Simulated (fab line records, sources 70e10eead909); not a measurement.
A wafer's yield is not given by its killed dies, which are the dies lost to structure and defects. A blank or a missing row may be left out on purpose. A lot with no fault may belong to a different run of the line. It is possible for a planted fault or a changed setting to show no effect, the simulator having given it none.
Which tool did it?    flow nand harc    14 lots, 42 wafers sampled, at 4 steps of a route of 1302

WHAT THE GAUGES READ, wafer by wafer
The record lacks any reading of a measuring or inspecting step that a usual standard deviation could be used to judge.

WHAT TOOL EACH LOT RAN ON (gives the tool, then ch and the chambers of the sampled wafers, and finally the start)
lot   NHARC_A_CHANNEL_HOLE_D1_DESCUM_15   NHARC_A_CHANNEL_HOLE_D1_ETCH_16                NHARC_A_CHANNEL_HOLE_D1_ETCH_23   NHARC_A_CHANNEL_HOLE_D1_ETCH_26
L498  rie diel-03 ch 0,1, day 8 18:07     rie diel-03 ch 0,1, day 9 00:38 or earlier     har etch-02 ch 0,1, day 9 00:38   har etch-02 ch 0,1, day 9 02:49
L499  rie diel-03 ch 0,1,3, day 9 06:55   rie diel-03 ch 0,1, day 9 09:45 or earlier     har etch-02 ch 0,1, day 9 09:45   har etch-02 ch 0,1, day 9 11:56
L500  rie diel-03 ch 1,2,3, day 9 21:07   rie diel-03 ch 0,2,3, day 9 23:44 or earlier   har etch-01 ch 0, day 9 23:44     har etch-01 ch 0, day 10 02:04
L501  rie diel-07 ch 1,2, day 10 07:32    rie diel-07 ch 0,1,3, day 10 10:58 or earlier  har etch-02 ch 0,1, day 10 10:58  har etch-02 ch 0,1, day 10 13:04
L503  rie diel-03 ch 1,2, day 11 09:34    rie diel-03 ch 0,1,2, day 11 13:31 or earlier  har etch-01 ch 0,1, day 11 13:31  har etch-01 ch 0,1, day 11 15:37
L512  rie diel-03 ch 0,1,2, day 14 09:32  rie diel-03 ch 1,2,3, day 14 13:57 or earlier  har etch-01 ch 0,1, day 14 13:57  har etch-01 ch 0,1, day 14 16:18
L511  rie diel-03 ch 0,1, day 14 11:08    rie diel-03 ch 0,1,2, day 14 16:18 or earlier  har etch-02 ch 0,1, day 14 16:18  har etch-02 ch 0,1, day 14 18:38
L513  rie diel-03 ch 1,2,3, day 15 04:01  rie diel-03 ch 0,3, day 15 09:13 or earlier    har etch-02 ch 0,1, day 15 09:13  har etch-02 ch 0,1, day 15 11:19
L514  rie diel-03 ch 0,2, day 15 11:34    rie diel-03 ch 0,2, day 15 14:23 or earlier    har etch-02 ch 0,1, day 15 14:23  har etch-02 ch 0,1, day 15 16:45
L515  rie diel-03 ch 1,2,3, day 16 03:14  rie diel-03 ch 0,1,2, day 16 06:15 or earlier  har etch-01 ch 0,1, day 16 06:15  har etch-01 ch 0,1, day 16 08:37
L516  rie diel-03 ch 1,2,3, day 16 04:38  rie diel-03 ch 2,3, day 16 08:01 or earlier    har etch-02 ch 0,1, day 16 08:01  har etch-02 ch 0,1, day 16 10:12
L517  rie diel-03 ch 0,1,2, day 16 19:41  rie diel-03 ch 0,3, day 17 00:49 or earlier    har etch-01 ch 0,1, day 17 00:49  har etch-01 ch 0,1, day 17 02:53
L518  rie diel-03 ch 1,3, day 17 19:37    rie diel-03 ch 0,1,2, day 17 22:14 or earlier  har etch-01 ch 0,1, day 17 22:14  har etch-01 ch 0,1, day 18 00:35
L520  rie diel-03 ch 0,2,3, day 17 23:16  rie diel-03 ch 0,1,3, day 18 02:38 or earlier  har etch-01 ch 0,1, day 18 02:38  har etch-01 ch 0,1, day 18 04:49
- NHARC_A_CHANNEL_HOLE_D1_DESCUM_15: chemistry O2, time 3 s.
- NHARC_A_CHANNEL_HOLE_D1_ETCH_16: etches the open film in O2/COS, target depth 3100 nm, time 806 s.
- NHARC_A_CHANNEL_HOLE_D1_ETCH_23: etches the open film in C4F8/O2/Ar, time 819 s, target depth 1600 nm.
- NHARC_A_CHANNEL_HOLE_D1_ETCH_26: etches the open film in C4F8/O2/Ar, time 224.1 s, target depth 300 nm.

AS READ BY THE TOOLS THEMSELVES (means over the sampled wafers that have a number; for cases with no such wafer, the mark the record gives instead)
NHARC_A_CHANNEL_HOLE_D1_DESCUM_15. Usual: drypump motor current A 5.8 A, standard deviation 0.37; oes product au 1.004 a.u., standard deviation 0.0088; rf vpp V 57.6 V, standard deviation 0.85; showerhead plenum p Torr 1.89 Torr, standard deviation 0.065; throttle valve pct 11.312 %, standard deviation 0.0097.
lot   tool         drypump motor current A (A)  oes product au (a.u.)  rf vpp V (V)  showerhead plenum p Torr (Torr)  throttle valve pct (%)  flag
L498  rie diel-03  5.9                          1.007                  57.4          1.89                             11.317                  
L499  rie diel-03  5.7                          1.016                  57.7          1.93                             11.306                  
L500  rie diel-03  6.1                          1.011                  57.2          1.89                             11.319                  
L501  rie diel-07  5.6                          1.008                  58.6          1.92                             11.308                  
L503  rie diel-03  6.2                          1.003                  56.5          1.85                             11.323                  
L512  rie diel-03  5.9                          1.009                  57.3          1.88                             11.320                  
L511  rie diel-03  5.9                          1.007                  57.1          1.89                             11.313                  
L513  rie diel-03  6.0                          1.000                  58.3          1.89                             11.317                  
L514  rie diel-03  6.1                          0.998                  57.9          1.87                             11.305                  
L515  rie diel-03  6.0                          1.005                  57.5          1.89                             11.328                  
L516  rie diel-03  6.1                          0.999                  57.8          1.89                             11.311                  
L517  rie diel-03  6.0                          0.995                  57.1          1.88                             11.315                  
L518  rie diel-03  5.8                          0.993                  58.5          1.93                             11.303                  
L520  rie diel-03  5.8                          1.001                  58.5          1.92                             11.317                  

NHARC_A_CHANNEL_HOLE_D1_ETCH_16. Usual: bias w 300.0 W, standard deviation 0.96; chamber pressure mTorr 20.001 mTorr, standard deviation 0.019; drypump motor current A 5.8 A, standard deviation 0.36; oes product au 1.004 a.u., standard deviation 0.0089; rf vpp V 313.7 V, standard deviation 1.7; showerhead plenum p Torr 3.10 Torr, standard deviation 0.1; throttle valve pct 28.330 %, standard deviation 0.0092.
lot   tool         bias w (W)  chamber pressure mTorr (mTorr)  drypump motor current A (A)  oes product au (a.u.)  rf vpp V (V)  showerhead plenum p Torr (Torr)  throttle valve pct (%)  flag
L498  rie diel-03  299.5       19.992                          5.9                          1.008                  313.5         3.09                             28.333                  
L499  rie diel-03  299.8       19.979                          5.6                          1.011                  315.0         3.14                             28.336                  
L500  rie diel-03  299.7       20.001                          5.9                          1.018                  314.3         3.13                             28.332                  
L501  rie diel-07  299.7       19.991                          5.6                          0.991                  312.8         3.07                             28.325                  
L503  rie diel-03  301.0       20.011                          6.0                          1.013                  313.5         3.07                             28.333                  
L512  rie diel-03  300.0       19.989                          6.1                          0.998                  313.6         3.08                             28.320                  
L511  rie diel-03  299.5       19.989                          6.0                          1.006                  313.6         3.07                             28.330                  
L513  rie diel-03  299.9       20.002                          5.6                          1.001                  314.5         3.21                             28.334                  
L514  rie diel-03  299.8       20.008                          6.1                          1.001                  312.1         3.06                             28.336                  
L515  rie diel-03  301.0       19.999                          6.0                          0.994                  312.4         3.07                             28.324                  
L516  rie diel-03  300.1       20.014                          5.9                          1.004                  314.8         3.14                             28.323                  
L517  rie diel-03  300.7       19.991                          5.6                          1.007                  315.9         3.20                             28.330                  
L518  rie diel-03  300.0       19.995                          6.0                          1.006                  312.5         3.07                             28.335                  
L520  rie diel-03  299.7       20.020                          5.8                          1.003                  314.3         3.14                             28.327                  

NHARC_A_CHANNEL_HOLE_D1_ETCH_23. Usual: c4f8 flow sccm 89.32 sccm, standard deviation 0.25; chamber pressure mTorr 20.000 mTorr, standard deviation 0.019; drypump motor current A 5.6 A, standard deviation 0.44; showerhead plenum p Torr 3.69 Torr, standard deviation 0.05; throttle valve pct 32.155 %, standard deviation 0.0082.
lot   tool         c4f8 flow sccm (sccm)  chamber pressure mTorr (mTorr)  drypump motor current A (A)  showerhead plenum p Torr (Torr)  throttle valve pct (%)  flag
L498  har etch-02  88.92                  19.987                          6.0                          3.76                             32.158                  
L499  har etch-02  89.56                  19.993                          5.7                          3.76                             32.150                  
L500  har etch-01  89.35                  19.994                          5.7                          3.72                             32.166                  
L501  har etch-02  89.20                  19.995                          6.1                          3.75                             32.157                  
L503  har etch-01  89.45                  20.012                          5.3                          3.66                             32.159                  
L512  har etch-01  89.37                  20.009                          5.5                          3.66                             32.156                  
L511  har etch-02  89.39                  19.975                          5.7                          3.72                             32.152                  
L513  har etch-02  89.32                  20.002                          5.7                          3.71                             32.155                  
L514  har etch-02  89.22                  20.003                          6.0                          3.71                             32.155                  
L515  har etch-01  89.23                  20.007                          5.5                          3.65                             32.146                  
L516  har etch-02  89.19                  19.991                          6.0                          3.71                             32.151                  
L517  har etch-01  89.27                  20.005                          5.5                          3.64                             32.156                  
L518  har etch-01  89.55                  20.009                          5.5                          3.64                             32.158                  
L520  har etch-01  89.10                  20.008                          5.3                          3.61                             32.160                  

NHARC_A_CHANNEL_HOLE_D1_ETCH_26. Usual: bias v 300.4 V, standard deviation 2.8; c4f8 flow sccm 11.40 sccm, standard deviation 0.035; drypump motor current A 5.6 A, standard deviation 0.44; showerhead plenum p Torr 3.74 Torr, standard deviation 0.053; throttle valve pct 24.584 %, standard deviation 0.0086.
lot   tool         bias v (V)  c4f8 flow sccm (sccm)  drypump motor current A (A)  showerhead plenum p Torr (Torr)  throttle valve pct (%)  flag
L498  har etch-02  300.0       11.40                  6.1                          3.81                             24.583                  
L499  har etch-02  300.8       11.39                  5.7                          3.81                             24.579                  
L500  har etch-01  301.6       11.38                  5.7                          3.77                             24.588                  
L501  har etch-02  298.6       11.43                  6.0                          3.80                             24.585                  
L503  har etch-01  298.1       11.42                  5.3                          3.70                             24.583                  
L512  har etch-01  -           -                      -                            -                                -                       OFF
L511  har etch-02  -           -                      -                            -                                -                       OFF
L513  har etch-02  300.9       11.39                  5.7                          3.76                             24.581                  
L514  har etch-02  303.4       11.43                  6.0                          3.76                             24.579                  
L515  har etch-01  299.4       11.37                  5.5                          3.69                             24.589                  
L516  har etch-02  303.1       11.43                  6.0                          3.75                             24.587                  
L517  har etch-01  303.0       11.41                  5.5                          3.68                             24.583                  
L518  har etch-01  297.9       11.40                  5.5                          3.68                             24.588                  
L520  har etch-01  301.8       11.38                  5.3                          3.65                             24.585                  

THE ANSWER, worked out from the rows above alone
Rule: a lot counts as off when the mean over its wafers that have a number is more than 3 standard deviations away from the usual mean. Also off: a lot with no number at a reading for which 4 or more lots have one. The other lots that the step has rows for count as sound. The gauges are gone through in route order, then the tools' own readings, and for those a lot's mean is taken as printed above. The first step at which some lot is off is used, and at that step the reading that is off furthest; a lot without a number counts as furthest.
Off, at NHARC_A_CHANNEL_HOLE_D1_ETCH_26 on bias v: L512, L511. Without a number there: L512, L511.
A tool fits if, at that step or a process step before it, it ran every lot that is off, and no sound lot after the first of them. With no start given for some of its lots, NHARC_A_CHANNEL_HOLE_D1_ETCH_16 uses the hours and lot order of NHARC_A_CHANNEL_HOLE_D1_ETCH_23. Of those tried, none fits.

WHAT THE SIMULATOR PUT IN
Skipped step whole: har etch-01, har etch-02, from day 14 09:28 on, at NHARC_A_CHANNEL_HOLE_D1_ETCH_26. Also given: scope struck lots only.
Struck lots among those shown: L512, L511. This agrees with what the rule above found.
